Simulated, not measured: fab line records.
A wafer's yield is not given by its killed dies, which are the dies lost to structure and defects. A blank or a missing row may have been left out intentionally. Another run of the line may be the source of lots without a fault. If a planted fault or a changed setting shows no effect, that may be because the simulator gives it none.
fab line records / flow n5Finfet
[record] lots = 4 wafers = 10 lastDay = 19
route steps=1938 shown BEOL_M1@799 BEOL_M4@1111 PASSIVATION@1936
lots that met no fault: from a run of the same line without faults
startH: hours from the record's first day to the start of the lot's first wafer shown / waitH: hours from the lot's prior step to this one / " the same as in the row above / L1.1+2: a single row standing in for several wafers / - either no value or no given start / * or withheld: withheld / < > ~ a bound
route shown NAME@n: a module of which the file shows steps, and the number in the route of the first / usual: mean/standard deviation of fault-free wafers / same: alike in all rows / chamber/n: place in a boat / sites: each site's reading / _std_site: standard deviation of those values / _edge_site: mean of outer sites minus mean of inner sites / radiusMm: for every site, how far away it sits from the centre of the wafer / mask NAME#n: copy n / behind: the tool/chamber that last shaped the wafer / hold: the reason the lot was held/the length of the hold in hours/how it ended / device: transistor that didn't switch, given as n, p or np / end of line: tests run on the same wafers once the route is complete / a step with no rows: only its recipe / killed: dies that structure and defects cost at the first sort, which is not the same as the wafer's yield / map: a wafer's dies, x killed, . not, _ none there
set.NAME: the setting that was run; set.NAME@STEP: the one run at that earlier step / model.NAME: the simulator's own value behind a step, which no gauge read
a table for each step, a row for each wafer; lots at some steps of the route
services: the hour from which a tool's chamber was out of use, counted from the record's first day as startH (under 0 if before that day), plus the number of hours and why
[[steps]]
[step N5_BEOL_M1_STRIP_36]
[recipe] chemistry = N2/H2 powerW = 450 tempC = 40 pressureMtorr = 20 rfFrequencyHz = 6e+07 overashFraction = 0.3 biasPowerW = 7 h2Frac = 0.5 n2FlowSccm = 200 h2FlowSccm = 200
[step N5_BEOL_M1_TRENCH_ETCH_37]
[recipe] chemistry = C4F6/O2 targetDepthA = 552.07 target = SiOC timeS = 29 ionEnergyEv = 250 pressureMtorr = 30 sourceW = 355 biasW = 185 Ar_flow_sccm = 300 C4F6_flow_sccm = 10 O2_flow_sccm = 10
[step N5_BEOL_M1_ETCH_41]
[recipe] chemistry = CH3F/O2 target = SiCN targetDepthA = 319 taperDeg = 2 timeS = 57.8 ionEnergyEv = 120 maskMaterial = TiN pressureMtorr = 30 sourceW = 395 biasW = 75 Ar_flow_sccm = 150 CH3F_flow_sccm = 30 O2_flow_sccm = 20
[step N5_BEOL_M1_STRIP_97]
[recipe] chemistry = N2/H2 timeS = 10 powerW = 450 tempC = 40 pressureMtorr = 20 rfFrequencyHz = 6e+07 biasPowerW = 7 n2FlowSccm = 200 h2FlowSccm = 200
[step N5_BEOL_M1_HM_STRIP_39]
[recipe] chemistry = peroxideTinStrip material = TiN targetDepthA = 250 tempC = 50 timeS = 158
[step N5_BEOL_M1_SRD_40]
[recipe] timeS = 30 tempC = 23 rinseLiquid = diw dry = ipaMarangoni
[step N5_BEOL_M1_PRECLEAN_42]
[recipe] chemistry = residueRemover timeS = 60 tempC = 40
[step N5_BEOL_M1_SRD_43]
[recipe] timeS = 30 tempC = 23 rinseLiquid = diw dry = ipaMarangoni
[step N5_BEOL_M1_DEGAS_44]
[recipe] ambient = vacuum tempC = 250 timeS = 60
[step N5_BEOL_M1_PRE_CLEAN_45]
[recipe] gas = H2/He timeS = 30 tempC = 250
[step N5_BEOL_M1_ALD_84]
[recipe] material = TaN targetThkA = * tempC = 275 aldPrecursorFamily = PDMAT aldCoReactant = NH3 pressureTorr = 3 carrierFlowSccm = 1500 pulseTimeS = 2 purgeTimeS = 3 coReactantPurgeTimeS = 2 coReactantPulseTimeS = 3 aldCycles = 30 precursorVesselTempC = 75 precursorVesselPressureTorr = 26.25 precursorVesselCarrierSccm = 1000
[usual] aldCycles = 30/0 heaterPowerW = 414/46 mfcCarrierSccm = 1500/4.3 precursorVesselTempC = 74.98/0.13
lot.wafer=L389.3 tool=aldMetal-02 chamber=2 startH=145.25 waitH=0.0 aldCycles=30 heaterPowerW=410 mfcCarrierSccm=1487 precursorVesselTempC=74.97 model.TaN_of_BEOL_M1_ALD_84.thkNm=*
lot.wafer=L389.4 tool=aldMetal-02 chamber=3 startH=145.25 waitH=0.0 aldCycles=30 heaterPowerW=420 mfcCarrierSccm=1500 precursorVesselTempC=74.82 model.TaN_of_BEOL_M1_ALD_84.thkNm=*
lot.wafer=L389.5 tool=aldMetal-02 chamber=0 startH=145.25 waitH=0.0 aldCycles=30 heaterPowerW=491 mfcCarrierSccm=1502 precursorVesselTempC=75.30 model.TaN_of_BEOL_M1_ALD_84.thkNm=*
lot.wafer=L392.1 tool=aldMetal-02 chamber=0 startH=150.87 waitH=0.1 aldCycles=30 heaterPowerW=492 mfcCarrierSccm=1503 precursorVesselTempC=75.09 model.TaN_of_BEOL_M1_ALD_84.thkNm=*
lot.wafer=L392.4 tool=aldMetal-02 chamber=1 startH=150.87 waitH=0.1 aldCycles=30 heaterPowerW=467 mfcCarrierSccm=1501 precursorVesselTempC=75.00 model.TaN_of_BEOL_M1_ALD_84.thkNm=*
lot.wafer=L392.5 tool=aldMetal-02 chamber=2 startH=150.87 waitH=0.1 aldCycles=30 heaterPowerW=421 mfcCarrierSccm=1508 precursorVesselTempC=74.84 model.TaN_of_BEOL_M1_ALD_84.thkNm=*
lot.wafer=L408.2 tool=aldMetal-02 chamber=3 startH=246.68 waitH=0.0 aldCycles=16 heaterPowerW=420 mfcCarrierSccm=1498 precursorVesselTempC=74.99 model.TaN_of_BEOL_M1_ALD_84.thkNm=*
lot.wafer=L408.5 tool=aldMetal-02 chamber=2 startH=246.68 waitH=0.0 aldCycles=30 heaterPowerW=410 mfcCarrierSccm=1502 precursorVesselTempC=75.16 model.TaN_of_BEOL_M1_ALD_84.thkNm=*
lot.wafer=L409.3 tool=aldMetal-02 chamber=0 startH=256.05 waitH=0.0 aldCycles=30 heaterPowerW=487 mfcCarrierSccm=1501 precursorVesselTempC=74.75 model.TaN_of_BEOL_M1_ALD_84.thkNm=*
lot.wafer=L409.4 tool=aldMetal-02 chamber=2 startH=256.05 waitH=0.0 aldCycles=16 heaterPowerW=411 mfcCarrierSccm=1498 precursorVesselTempC=74.95 model.TaN_of_BEOL_M1_ALD_84.thkNm=*
[step N5_BEOL_M1_SURFACE_TREAT_85]
[recipe] gas = Ar timeS = * ionEnergyEv = * ionCurrentMaCm2 = 0.5 pressureMtorr = * arFlowSccm = 30
[step N5_BEOL_M1_CVD_47]
[recipe] material = Co targetThkA = 30 tempC = withheld precursor = CCTBA/H2 pressureTorr = 30 timeS = 223.8
[step N5_BEOL_M1_SPUTTER_48]
[recipe] material = Cu targetThkA = 45 tempC = -20 chamberPressurePa = 0.07 powerW = withheld timeS = 8.29
[step N5_BEOL_M1_ANNEAL_49]
[recipe] tempC = 400 timeS = 240 ambient = vacuum
[step N5_BEOL_M1_SPUTTER_79]
[recipe] material = Cu targetThkA = 45 tempC = -20 chamberPressurePa = 0.07 powerW = withheld timeS = 8.29
[step N5_BEOL_M1_ANNEAL_80]
[recipe] tempC = 400 timeS = 240 ambient = vacuum
[step N5_BEOL_M1_SPUTTER_81]
[recipe] material = Cu targetThkA = 45 tempC = -20 chamberPressurePa = 0.07 powerW = withheld timeS = 8.29
[step N5_BEOL_M1_ANNEAL_82]
[recipe] tempC = 400 timeS = 240 ambient = vacuum
[step N5_BEOL_M1_SPUTTER_86]
[recipe] material = Cu targetThkA = 45 tempC = -20 chamberPressurePa = 0.07 powerW = withheld timeS = 8.29
[step N5_BEOL_M1_ANNEAL_87]
[recipe] tempC = 400 timeS = 240 ambient = vacuum
[step N5_BEOL_M1_SPUTTER_88]
[recipe] material = Cu targetThkA = 45 tempC = -20 chamberPressurePa = 0.07 powerW = withheld timeS = 8.29
[step N5_BEOL_M1_ANNEAL_89]
[recipe] tempC = 400 timeS = 240 ambient = vacuum
[step N5_BEOL_M1_SPUTTER_90]
[recipe] material = Cu targetThkA = 45 tempC = -20 chamberPressurePa = 0.07 powerW = withheld timeS = 8.29
[step N5_BEOL_M1_ANNEAL_91]
[recipe] tempC = 400 timeS = 240 ambient = vacuum
[step N5_BEOL_M1_SPUTTER_92]
[recipe] material = Cu targetThkA = 45 tempC = -20 chamberPressurePa = 0.07 powerW = withheld timeS = 8.29
[step N5_BEOL_M1_ANNEAL_93]
[recipe] tempC = 400 timeS = 240 ambient = vacuum
[step N5_BEOL_M1_SPUTTER_94]
[recipe] material = Cu targetThkA = 45 tempC = -20 chamberPressurePa = 0.07 powerW = withheld timeS = 8.29
[step N5_BEOL_M1_ANNEAL_95]
[recipe] tempC = 400 timeS = 240 ambient = vacuum
[step N5_BEOL_M1_SPUTTER_96]
[recipe] material = Cu targetThkA = 45 tempC = -20 chamberPressurePa = 0.07 powerW = withheld timeS = 8.29
[step N5_BEOL_M1_ECD_50]
[recipe] material = Cu targetThkA = 3000
[step N5_BEOL_M1_ANNEAL_51]
[recipe] tempC = 225 timeS = 90 ambient = N2
[step N5_BEOL_M1_CMP_52]
[recipe] stopOn = SiOC tOverpolishS = 6.8 downForcePsi = 1 platenRpm = 50 clearingPlatenDownForcePsi = 1.5 clearingPlatenRpm = 50 postCmpClean = cuAlkaline targetThkNm = 40 clearingPlatenPadVelocityMS = 0.99484 padVelocityMS = 0.99484
[step N5_BEOL_M1_PRE_CLEAN_60]
[recipe] gas = NH3/H2 timeS = 15 tempC = * rfPowerW = 300
[step N5_BEOL_M1_CO_CAP_55]
[recipe] material = Co targetThkA = 20 tempC = 200 precursor = CCTBA/H2 pressureTorr = 30 timeS = 102.1
[step N5_BEOL_M1_PRE_CLEAN_56]
[recipe] gas = NH3 timeS = 15 tempC = withheld rfPowerW = 300
[step N5_BEOL_M1_DEP_57]
[recipe] material = SiCN targetThkA = 80 tempC = withheld precursor = 3MS/NH3 pressureTorr = 3 rfW = 202 timeS = 14
[step N5_BEOL_M4_RC_MEAS_101]
[usual] CHAIN_V0 = 234/10 CHAIN_V0_max_site = 243/11 COMB_M1 = 5.7e-11/1e-11 COMB_M1_max_site = 8.2e-11/2e-11 DIBL_N = 36.0/1.7 DIBL_P = 36.2/1.9 IOFF_N = 0.154/0.028 IOFF_P = 0.21/0.036 ION_N = 675/11 ION_P = 463/8.3 SS_N = 71.4/0.63 SS_P = 73.2/0.55 VT_N = 250.2/3 VT_P = -251/3.7
lot.wafer=L389.3 tool=prober-01 chamber=0 startH=197.75 waitH=0.3 CHAIN_V0[ohm/link]=226 CHAIN_V0_max_site[ohm/link]=235 COMB_M1[S/m]=5.8e-11 COMB_M1_max_site[S/m]=8.3e-11 DIBL_N[mV/V]=38.6 DIBL_P[mV/V]=37.1 IOFF_N[nA/um]=0.169 IOFF_P[nA/um]=0.22 ION_N[uA/um]=669 ION_P[uA/um]=460 SS_N[mV/dec]=72.1 SS_P[mV/dec]=74.1 VT_N[mV]=251.6 VT_P[mV]=-250
lot.wafer=L389.4 tool=prober-01 chamber=0 startH=197.75 waitH=0.3 CHAIN_V0[ohm/link]=235 CHAIN_V0_max_site[ohm/link]=238 COMB_M1[S/m]=6.3e-11 COMB_M1_max_site[S/m]=1.19e-10 DIBL_N[mV/V]=37.7 DIBL_P[mV/V]=37.1 IOFF_N[nA/um]=0.153 IOFF_P[nA/um]=0.22 ION_N[uA/um]=668 ION_P[uA/um]=459 SS_N[mV/dec]=71.8 SS_P[mV/dec]=73.8 VT_N[mV]=252.2 VT_P[mV]=-249
lot.wafer=L389.5 tool=prober-01 chamber=0 startH=197.75 waitH=0.3 CHAIN_V0[ohm/link]=258 CHAIN_V0_max_site[ohm/link]=263 COMB_M1[S/m]=6.1e-11 COMB_M1_max_site[S/m]=8.6e-11 DIBL_N[mV/V]=38.5 DIBL_P[mV/V]=38.1 IOFF_N[nA/um]=0.171 IOFF_P[nA/um]=0.26 ION_N[uA/um]=667 ION_P[uA/um]=463 SS_N[mV/dec]=71.6 SS_P[mV/dec]=74.1 VT_N[mV]=250.9 VT_P[mV]=-248
lot.wafer=L392.1 tool=prober-02 chamber=0 startH=239.53 waitH=0.0 CHAIN_V0[ohm/link]=227 CHAIN_V0_max_site[ohm/link]=246 COMB_M1[S/m]=4.4e-11 COMB_M1_max_site[S/m]=7.6e-11 DIBL_N[mV/V]=34.3 DIBL_P[mV/V]=34.7 IOFF_N[nA/um]=0.126 IOFF_P[nA/um]=0.17 ION_N[uA/um]=675 ION_P[uA/um]=459 SS_N[mV/dec]=70.9 SS_P[mV/dec]=72.1 VT_N[mV]=249.3 VT_P[mV]=-251
lot.wafer=L392.4 tool=prober-02 chamber=0 startH=239.53 waitH=0.0 CHAIN_V0[ohm/link]=227 CHAIN_V0_max_site[ohm/link]=230 COMB_M1[S/m]=4e-11 COMB_M1_max_site[S/m]=6.8e-11 DIBL_N[mV/V]=35.3 DIBL_P[mV/V]=36.5 IOFF_N[nA/um]=0.142 IOFF_P[nA/um]=0.19 ION_N[uA/um]=677 ION_P[uA/um]=465 SS_N[mV/dec]=71.6 SS_P[mV/dec]=72.9 VT_N[mV]=251.4 VT_P[mV]=-249
lot.wafer=L392.5 tool=prober-02 chamber=0 startH=239.53 waitH=0.0 CHAIN_V0[ohm/link]=236 CHAIN_V0_max_site[ohm/link]=246 COMB_M1[S/m]=5.6e-11 COMB_M1_max_site[S/m]=7.7e-11 DIBL_N[mV/V]=37.2 DIBL_P[mV/V]=37.9 IOFF_N[nA/um]=0.172 IOFF_P[nA/um]=0.22 ION_N[uA/um]=687 ION_P[uA/um]=475 SS_N[mV/dec]=71.5 SS_P[mV/dec]=73.1 VT_N[mV]=247.1 VT_P[mV]=-249
lot.wafer=L408.2 tool=prober-01 chamber=0 startH=342.52 waitH=0.2 CHAIN_V0[ohm/link]=161 CHAIN_V0_max_site[ohm/link]=166 COMB_M1[S/m]=4.45e-10 COMB_M1_max_site[S/m]=6.29e-10 DIBL_N[mV/V]=37.5 DIBL_P[mV/V]=38.1 IOFF_N[nA/um]=0.170 IOFF_P[nA/um]=0.21 ION_N[uA/um]=673 ION_P[uA/um]=457 SS_N[mV/dec]=71.1 SS_P[mV/dec]=73.2 VT_N[mV]=247.9 VT_P[mV]=-251
lot.wafer=L408.5 tool=prober-01 chamber=0 startH=342.52 waitH=0.2 CHAIN_V0[ohm/link]=238 CHAIN_V0_max_site[ohm/link]=244 COMB_M1[S/m]=5.8e-11 COMB_M1_max_site[S/m]=8.8e-11 DIBL_N[mV/V]=39.3 DIBL_P[mV/V]=40.3 IOFF_N[nA/um]=0.205 IOFF_P[nA/um]=0.25 ION_N[uA/um]=679 ION_P[uA/um]=462 SS_N[mV/dec]=72.0 SS_P[mV/dec]=73.2 VT_N[mV]=246.4 VT_P[mV]=-250
lot.wafer=L409.3 tool=prober-02 chamber=0 startH=342.84 waitH=0.3 CHAIN_V0[ohm/link]=223 CHAIN_V0_max_site[ohm/link]=234 COMB_M1[S/m]=7.6e-11 COMB_M1_max_site[S/m]=8.6e-11 DIBL_N[mV/V]=33.1 DIBL_P[mV/V]=33.3 IOFF_N[nA/um]=0.116 IOFF_P[nA/um]=0.19 ION_N[uA/um]=678 ION_P[uA/um]=473 SS_N[mV/dec]=71.0 SS_P[mV/dec]=72.5 VT_N[mV]=251.4 VT_P[mV]=-248
lot.wafer=L409.4 tool=prober-02 chamber=0 startH=342.84 waitH=0.3 CHAIN_V0[ohm/link]=162 CHAIN_V0_max_site[ohm/link]=164 COMB_M1[S/m]=3.37e-10 COMB_M1_max_site[S/m]=5.64e-10 DIBL_N[mV/V]=37.5 DIBL_P[mV/V]=38.5 IOFF_N[nA/um]=0.195 IOFF_P[nA/um]=0.27 ION_N[uA/um]=682 ION_P[uA/um]=474 SS_N[mV/dec]=72.5 SS_P[mV/dec]=73.5 VT_N[mV]=245.2 VT_P[mV]=-248
// sites CHAIN_V0 radiusMm=0,75,75,75,75,140,140,140,140
L389.3 222 222 226 226 225 235 230 234 228
L392.1 222 222 222 227 220 240 232 246 228
L408.2 157 166 164 165 161 161 159 156 158
L409.3 223 222 232 234 222 218 227 228 215
// sites COMB_M1 radiusMm=0,75,75,75,75,140,140,140,140
L389.3 4.3e-11 6.3e-11 6.3e-11 5e-11 6e-11 5.2e-11 4.8e-11 8.3e-11 5.8e-11
L392.1 4.8e-11 4.1e-11 7.6e-11 3.6e-11 7e-11 4.7e-11 4.2e-11 4.1e-11 4.4e-11
L408.2 2.64e-10 4.15e-10 3.85e-10 5.15e-10 4.45e-10 4.1e-10 6.29e-10 4.92e-10 4.58e-10
L409.3 8.3e-11 7.6e-11 8.6e-11 4.3e-11 6.6e-11 4.5e-11 5.8e-11 8.4e-11 8.3e-11
[step N5_PASSIVATION_PROBE_49]
[usual] defectLimitedYield = 90.9/1.4 killed_at_M0_to_M3 = 38/11 killed_at_M4_up = 13/5.9 killedAtContacts = 14/6.4 killedAtFrontEnd = 38/11 killedAtOther = 3.3/2.5 killedDies = 107/16 killedOnRim = 14/3.6 killedOpen = 70/12 killedShort = 35/7.7 sort_bin_4_leakage = 0.00/0.007 sort_bin_5_function = 5.3/0.94 sort_bin_6_memory = 3.5/0.7 sortNPass = 1073/16 sortYieldPct = 90.9/1.4
[same] grossDies = 1180 killedAtBackSide = 0 sort_bin_8_speed[%] = 0
lot.wafer=L389.3 tool=prober-01 chamber=- startH=294.42 waitH=0.1 defectLimitedYield[%]=89.8 killed_at_M0_to_M3=46 killed_at_M4_up=29 killedAtContacts=4 killedAtFrontEnd=37 killedAtOther=4 killedDies=120 killedOnRim=10 killedOpen=78 killedShort=40 sort_bin_4_leakage[%]=0 sort_bin_5_function[%]=5.9 sort_bin_6_memory[%]=3.6 sortNPass=1060 sortYieldPct[%]=89.8
lot.wafer=L389.4 tool=prober-01 chamber=- startH=294.47 waitH=0.2 defectLimitedYield[%]=93.0 killed_at_M0_to_M3=20 killed_at_M4_up=16 killedAtContacts=7 killedAtFrontEnd=33 killedAtOther=7 killedDies=83 killedOnRim=6 killedOpen=53 killedShort=30 sort_bin_4_leakage[%]=0 sort_bin_5_function[%]=4.0 sort_bin_6_memory[%]=2.8 sortNPass=1097 sortYieldPct[%]=93.0
lot.wafer=L389.5 tool=prober-01 chamber=- startH=294.52 waitH=0.2 defectLimitedYield[%]=92.7 killed_at_M0_to_M3=34 killed_at_M4_up=10 killedAtContacts=4 killedAtFrontEnd=32 killedAtOther=6 killedDies=86 killedOnRim=10 killedOpen=47 killedShort=37 sort_bin_4_leakage[%]=0 sort_bin_5_function[%]=3.6 sort_bin_6_memory[%]=3.2 sortNPass=1094 sortYieldPct[%]=92.7
lot.wafer=L392.1 tool=prober-02 chamber=- startH=341.56 waitH=0.0 defectLimitedYield[%]=94.6 killed_at_M0_to_M3=25 killed_at_M4_up=10 killedAtContacts=11 killedAtFrontEnd=18 killedAtOther=0 killedDies=64 killedOnRim=7 killedOpen=44 killedShort=18 sort_bin_4_leakage[%]=0 sort_bin_5_function[%]=3.5 sort_bin_6_memory[%]=1.7 sortNPass=1116 sortYieldPct[%]=94.6
lot.wafer=L392.4 tool=prober-02 chamber=- startH=341.71 waitH=0.2 defectLimitedYield[%]=90.0 killed_at_M0_to_M3=27 killed_at_M4_up=23 killedAtContacts=8 killedAtFrontEnd=57 killedAtOther=3 killedDies=118 killedOnRim=18 killedOpen=72 killedShort=42 sort_bin_4_leakage[%]=0 sort_bin_5_function[%]=5.3 sort_bin_6_memory[%]=4.2 sortNPass=1062 sortYieldPct[%]=90.0
lot.wafer=L392.5 tool=prober-02 chamber=- startH=341.76 waitH=0.2 defectLimitedYield[%]=93.1 killed_at_M0_to_M3=33 killed_at_M4_up=17 killedAtContacts=4 killedAtFrontEnd=25 killedAtOther=2 killedDies=81 killedOnRim=10 killedOpen=55 killedShort=25 sort_bin_4_leakage[%]=0 sort_bin_5_function[%]=4.0 sort_bin_6_memory[%]=2.5 sortNPass=1099 sortYieldPct[%]=93.1
lot.wafer=L409.3 tool=prober-02 chamber=- startH=462.04 waitH=0.1 defectLimitedYield[%]=94.5 killed_at_M0_to_M3=29 killed_at_M4_up=5 killedAtContacts=8 killedAtFrontEnd=19 killedAtOther=4 killedDies=65 killedOnRim=8 killedOpen=39 killedShort=26 sort_bin_4_leakage[%]=0 sort_bin_5_function[%]=3.4 sort_bin_6_memory[%]=1.9 sortNPass=1115 sortYieldPct[%]=94.5
lot.wafer=L409.4 tool=prober-02 chamber=- startH=462.09 waitH=0.2 defectLimitedYield[%]=70.6 killed_at_M0_to_M3=297 killed_at_M4_up=10 killedAtContacts=6 killedAtFrontEnd=27 killedAtOther=7 killedDies=347 killedOnRim=41 killedOpen=46 killedShort=27 sort_bin_4_leakage[%]=22.97 sort_bin_5_function[%]=3.5 sort_bin_6_memory[%]=2.6 sortNPass=833 sortYieldPct[%]=70.6
lot.wafer=L408.2 tool=prober-01 chamber=- startH=464.26 waitH=0.1 defectLimitedYield[%]=71.1 killed_at_M0_to_M3=278 killed_at_M4_up=6 killedAtContacts=15 killedAtFrontEnd=35 killedAtOther=7 killedDies=341 killedOnRim=39 killedOpen=55 killedShort=34 sort_bin_4_leakage[%]=21.27 sort_bin_5_function[%]=5.4 sort_bin_6_memory[%]=2.1 sortNPass=839 sortYieldPct[%]=71.1
lot.wafer=L408.5 tool=prober-01 chamber=- startH=464.41 waitH=0.2 defectLimitedYield[%]=90.9 killed_at_M0_to_M3=31 killed_at_M4_up=14 killedAtContacts=22 killedAtFrontEnd=38 killedAtOther=2 killedDies=107 killedOnRim=18 killedOpen=77 killedShort=29 sort_bin_4_leakage[%]=0 sort_bin_5_function[%]=5.0 sort_bin_6_memory[%]=3.6 sortNPass=1073 sortYieldPct[%]=90.9
// killed by level:class
L389.3 BEOL_M0_SAQP:geometricParticle:short=12 BEOL_M4:geometricParticle:open=12 BEOL_M5:geometricParticle:open=11 FIN_SAQP:geometricParticle:open=10 BEOL_M1:geometricParticle:open=10 FIN_SAQP:geometricParticle:short=8 BEOL_M0_SAQP:geometricParticle:open=8 BEOL_M3:geometricParticle:open=7
L389.4 STI_FIN_REVEAL:geometricParticle:open=8 MOL_CONTACT_COAG:geometricParticle:open=6 BEOL_M1:geometricParticle:open=6 BEOL_M4:geometricParticle:open=6 FIN_SAQP:geometricParticle:open=5 FIN_SAQP:geometricParticle:short=5 GATE_CUT:geometricParticle:short=5 BEOL_M3:geometricParticle:open=5
L389.5 FIN_SAQP:geometricParticle:short=11 BEOL_M3:geometricParticle:open=9 BEOL_M0_SAQP:geometricParticle:open=8 BEOL_M0_SAQP:geometricParticle:short=6 BEOL_M3:geometricParticle:short=6 FIN_SAQP:geometricParticle:open=4 STI_FIN_REVEAL:geometricParticle:open=4 MOL_CONTACT_COAG:geometricParticle:open=4
L392.1 MOL_CONTACT_COAG:geometricParticle:open=9 BEOL_M0_SAQP:geometricParticle:open=6 BEOL_M1:geometricParticle:open=6 BEOL_M0:geometricParticle:open=4 BEOL_M2:geometricParticle:open=4 STARTING-WAFER:geometricParticle:open=3 STARTING-WAFER:geometricParticle:short=3 DUMMY_GATE:geometricParticle:open=2
L392.4 FIN_SAQP:geometricParticle:short=15 FIN_SAQP:geometricParticle:open=11 BEOL_M2:geometricParticle:open=10 STI_FIN_REVEAL:geometricParticle:open=7 MOL_CONTACT_COAG:geometricParticle:open=6 BEOL_M0_SAQP:geometricParticle:open=6 BEOL_M5:geometricParticle:open=6 BEOL_M0_SAQP:geometricParticle:short=5
L392.5 BEOL_M0_SAQP:geometricParticle:open=8 BEOL_M3:geometricParticle:open=8 FIN_SAQP:geometricParticle:short=6 BEOL_M2:geometricParticle:open=5 BEOL_M4:geometricParticle:open=5 STI_FIN_REVEAL:geometricParticle:open=4 GATE_CUT:geometricParticle:short=4 MOL_CONTACT_COAG:geometricParticle:open=4
L409.3 BEOL_M2:geometricParticle:open=8 BEOL_M3:geometricParticle:open=6 STI_FIN_REVEAL:geometricParticle:open=5 MOL_CONTACT_COAG:geometricParticle:open=5 BEOL_M0_SAQP:geometricParticle:short=5 FIN_SAQP:geometricParticle:short=4 BEOL_M2:geometricParticle:short=4 FIN_SAQP:geometricParticle:open=3
L409.4 M1:areaAld=271 FIN_SAQP:geometricParticle:open=5 BEOL_M3:geometricParticle:short=5 DUMMY_GATE:geometricParticle:open=4 MOL_CONTACT_COAG:geometricParticle:open=4 BEOL_M0_SAQP:geometricParticle:open=4 BEOL_M0_SAQP:geometricParticle:short=4 BEOL_M3:geometricParticle:open=4
L408.2 M1:areaAld=251 STI_FIN_REVEAL:geometricParticle:open=9 BEOL_M0_SAQP:geometricParticle:short=9 FIN_SAQP:geometricParticle:open=8 MOL_CONTACT_COAG:geometricParticle:open=8 MOL_CONTACT_COAG:geometricParticle:short=7 BEOL_M2:geometricParticle:open=7 FIN_SAQP:geometricParticle:short=6
L408.5 MOL_CONTACT_COAG:geometricParticle:open=17 STI_FIN_REVEAL:geometricParticle:open=13 BEOL_M0_SAQP:geometricParticle:open=10 GATE_CUT:geometricParticle:open=9 BEOL_M3:geometricParticle:open=6 MOL_CONTACT_COAG:geometricParticle:short=5 BEOL_M0_SAQP:geometricParticle:short=5 BEOL_M8:geometricParticle:open=4
// map L408.2 (x killed, . not)
_________________.x..x.......________________
______________.............x...._____________
___________....x....x.x.x..........__________
__________..x.xx.x.xxx....x....x...._________
________........x..x.x.xx.......x....x_______
_______.......x.x..x...x..xx....x....x.______
______x.xx......xx.........x.xx..x......_____
_____x.xx..x...xx.x....x......x...xx..x..____
____xx.........x.x.xxxx.....xxx..xxxxxx...___
___.x..xx...x.xx........xx.....xx.x.xx..xxx__
___..xx.....x....x..xx........x....x.x.x...__
__x...........x...x..x..x......x..x.x..xxx.._
__...x...x..x...x..x....x.....x.....x....x.._
_.......x..........x.......x..xx..x.xx.xxx...
_..x.x.x.x..x...x.xx...x..xx.....x...x.x.xx.x
_..x....xxx.xxxx.x...x.x..........x.x..x...xx
_.x.x.......xxx.x...x.x.x........x.x...x..x..
_xxx.x...x....x.x....xxxx..x.....x..x........
_x....x..x.x..x.x.....x.........x......x.x..x
_x..x......xxx...x........x...x....x...x....x
_.........x.x.........x...xxx.x...x........xx
__..xx....xxx.xxx......x......x...x.xxxx...._
__..x..........x.x.x......x..xx.xx...x...x.._
___.x.x...xx.........xxx.x...xxxx.x..x.x...__
___.xx......x...x..........xx..xx..xxxx.x.x__
____x.......x.x...x....xx..x.x......xxx..x___
_____x....x.........xx.x......x......xx..____
______.x..x.x....x..x....x..xxx.....xx.x_____
_______..x............xxx.........x....______
________...xx.....x.x.x.....xx.....x.._______
__________x.....x.x...x.x....x......_________
___________....x...x....xx.x...x.xx__________
______________...x...x.x..x..xx._____________
_________________...xx..x....________________
// map L409.4 (x killed, . not)
_________________.xx...x.xxx.________________
______________....xx.x.....x.x.._____________
___________..........x...xxx...x...__________
__________....x..xxx.....xxx..x....x_________
________.x....xxx.....x..............._______
_______.x........x..x...........xx.x...______
______.....x......x...x..x..x.....x....._____
_____xx....x.xxxxx..x..x..xx..x.........x____
____........x..x..xxx......x..x..x.x.....x___
___x....x...x.x...x.....x.xx..x.x.....xx.xx__
___...xx.x.x.x...xx.x........xxx........xx.__
__.xx.....x.x..x.....x.x..x......x..xxxxxxx._
__......x.xx..x.....xx.x.x......x.x........._
_.....x....x...x...x.xx..x........x..x..x...x
_x.x...x..x.....x..x.x..x....xxxx.xx......x..
_....xxx.x..xx......xxx...x..xx..x...x...x...
_......x.x.........xx..x..x...x......x.......
_x.x........x..x....x...x.xx...x..x...xxx..x.
_...x.x.x..xxx...x......x..x.......x.x......x
_..x...x.x.x........x..x.x.x.x..x..xx.xxx....
_..xx.x.xx.....xx..x....x........x....x......
__...x.x..xx..xx..x.xx.........x...xx......._
__x.x.......xxx.......xx..xxx.x...x.x.xx..x._
___...x.....xx..x......xx.x.x.x..xx.x....x.__
___x....x...x..xx.x...........xx.....x.....__
____..x.....x.....x..x........x...x.......___
_____.x..x.x.xx.x.x...xxx..x.xx.xx.x....x____
______...x......x......x..x...xxx...xx.._____
_______.x......x...x.x..x.x...x....x.x.______
________..xxxx.x.x....xxx.....xxxxx..x_______
__________..........x...xxx........._________
___________..x.x...x......xx.....x.__________
______________.x.xx..xx..xx....x_____________
_________________..x.x.x.....________________
[[services]]
tool=aldMetal-02 chamber=2 startH=183.39 hours=4.4 kind=repair
tool=aldMetal-02 chamber=3 startH=196.45 hours=26.9 kind=repair
tool=aldMetal-02 chamber=2 startH=208.75 hours=6.2 kind=repair
[[key]]
[firstSign] step = N5_BEOL_M1_ALD_84 reading = aldCycles direction = down sigmas = 99+ usual = * struck = *
[effect] step = N5_BEOL_M4_RC_MEAS_101 reading = COMB_M1 direction = up sigmas = 33 usual = 5.7e-11 struck = 3.91e-10
[effect] step = N5_BEOL_M4_RC_MEAS_101 reading = CHAIN_V0 direction = down sigmas = 7.2 usual = 234 struck = 162
[effect] step = N5_BEOL_M4_RC_MEAS_101 reading = COMB_M1_max_site direction = up sigmas = 26 usual = 8.2e-11 struck = 5.96e-10
[effect] step = N5_BEOL_M4_RC_MEAS_101 reading = CHAIN_V0_max_site direction = down sigmas = 7.2 usual = 243 struck = 165
[effect] step = N5_PASSIVATION_PROBE_49 reading = sort_bin_4_leakage direction = up sigmas = 99+ usual = 0.00 struck = 22.12
[modelEffect] step = N5_BEOL_M1_ALD_84 value = TaN_of_BEOL_M1_ALD_84.thkNm without = * struck = *
[moreKillsBornAt] N5_BEOL_M1_ALD_84@aldMetal-02 = 522
metAt N5_BEOL_M1_ALD_84
struckWafers L408.2,L409.4
onsetBetween 150.87 246.68
[fault] kind = processParameterDrift tool = aldMetal-02 chamber = - onsetH = 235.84 steps = N5_BEOL_M1_ALD_84 channel = aldCycles offset = * shape = step endH = 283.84 scope = struckWafersOnly actsIn = * stated = *
